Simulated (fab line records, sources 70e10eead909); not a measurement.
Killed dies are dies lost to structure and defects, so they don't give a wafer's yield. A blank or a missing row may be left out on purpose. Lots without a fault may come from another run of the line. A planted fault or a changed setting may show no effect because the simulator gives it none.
Chamber matching | flow nand_harc | NHARC_A_STAIRCASE_TRIM_12 on rie_diel-13: 4 sister chambers
The step chemistry O2, time 211.2 s. 22 wafers are shown with their chamber, then 11 later ones without.

WAFERS WITH THEIR CHAMBER
wafer  | chamber | showerhead_plenum_p_Torr (Torr) | drypump_motor_current_A (A) | oes_product_au (a.u.)
L076.1 | 1       | 3.56                            | 6.5                         | 0.999
L076.2 | 3       | 3.68                            | 5.0                         | 1.003
L076.4 | 2       | 3.65                            | 6.0                         | 1.004
L074.2 | 3       | 3.68                            | 5.0                         | 0.978
L074.5 | 0       | 3.30                            | 6.1                         | 0.988
L074.6 | 1       | 3.56                            | 6.4                         | 0.982
L083.4 | 0       | 3.30                            | 6.1                         | 0.982
L083.5 | 2       | 3.64                            | 6.0                         | 0.983
L083.6 | 1       | 3.55                            | 6.4                         | 0.995
L088.1 | 2       | 3.64                            | 6.0                         | 0.978
L088.5 | 3       | 3.67                            | 5.1                         | 0.996
L088.6 | 2       | 3.64                            | 6.0                         | 0.994
L090.3 | 3       | 3.67                            | 5.0                         | 1.019
L090.4 | 1       | 3.55                            | 6.4                         | 0.998
L090.5 | 2       | 3.63                            | 6.0                         | 0.984
L089.2 | 0       | 3.29                            | 6.1                         | 0.980
L089.3 | 2       | 3.63                            | 5.9                         | 0.993
L089.5 | 0       | 3.29                            | 6.1                         | 0.994
L091.1 | 1       | 3.54                            | 6.4                         | 1.000
L091.2 | 2       | 3.63                            | 6.0                         | 0.983
L091.5 | 3       | 3.67                            | 5.1                         | 1.023
L093.1 | 0       | 3.29                            | 6.1                         | 0.992

SIGNATURES (means of the wafers above)
reading                  | chamber 0 | chamber 1 | chamber 2 | chamber 3 | scatter within a chamber
showerhead_plenum_p_Torr | 3.2940    | 3.5520    | 3.6371    | 3.6740    | 0.00692
drypump_motor_current_A  | 6.100     | 6.420     | 5.986     | 5.040     | 0.0398
oes_product_au           | 0.98720   | 0.99480   | 0.98843   | 1.00380   | 0.011
Rule: a wafer's distance from a chamber is the root of the sum, over the readings, of the square of ((its reading less the chamber's mean) divided by the reading's scatter). The wafer belongs to the nearest chamber; if the next one is less than 2 further off, it can't be placed. The scatter: the root of (the sum of the squares of (reading less its chamber's mean) over the shown wafers, divided by (wafers less chambers)).

WAFERS WITHOUT THEIR CHAMBER
wafer  | showerhead_plenum_p_Torr (Torr) | drypump_motor_current_A (A) | oes_product_au (a.u.)
L093.3 | 3.66                            | 5.0                         | 1.013
L093.5 | 3.63                            | 6.0                         | 0.995
L095.1 | 3.66                            | 5.0                         | 1.009
L095.2 | 3.29                            | 6.2                         | 0.989
L095.5 | 3.54                            | 6.4                         | 0.994
L096.1 | 3.62                            | 6.0                         | 0.991
L096.2 | 3.28                            | 6.1                         | 1.000
L096.3 | 3.54                            | 6.4                         | 0.999
L097.2 | 3.54                            | 6.4                         | 1.003
L097.3 | 3.66                            | 5.1                         | 0.996
L097.6 | 3.62                            | 6.0                         | 0.989

WHICH CHAMBER EACH WENT THROUGH
wafer  | from the rows above | in truth
L093.3 | 3                   | 3
L093.5 | 2                   | 2
L095.1 | 3                   | 3
L095.2 | 0                   | 0
L095.5 | 1                   | 1
L096.1 | 2                   | 2
L096.2 | 0                   | 0
L096.3 | 1                   | 1
L097.2 | 1                   | 1
L097.3 | 3                   | 3
L097.6 | 2                   | 2
Placed correctly: 11 of 11. Can't be placed from these rows: 0. Placed wrongly: 0.
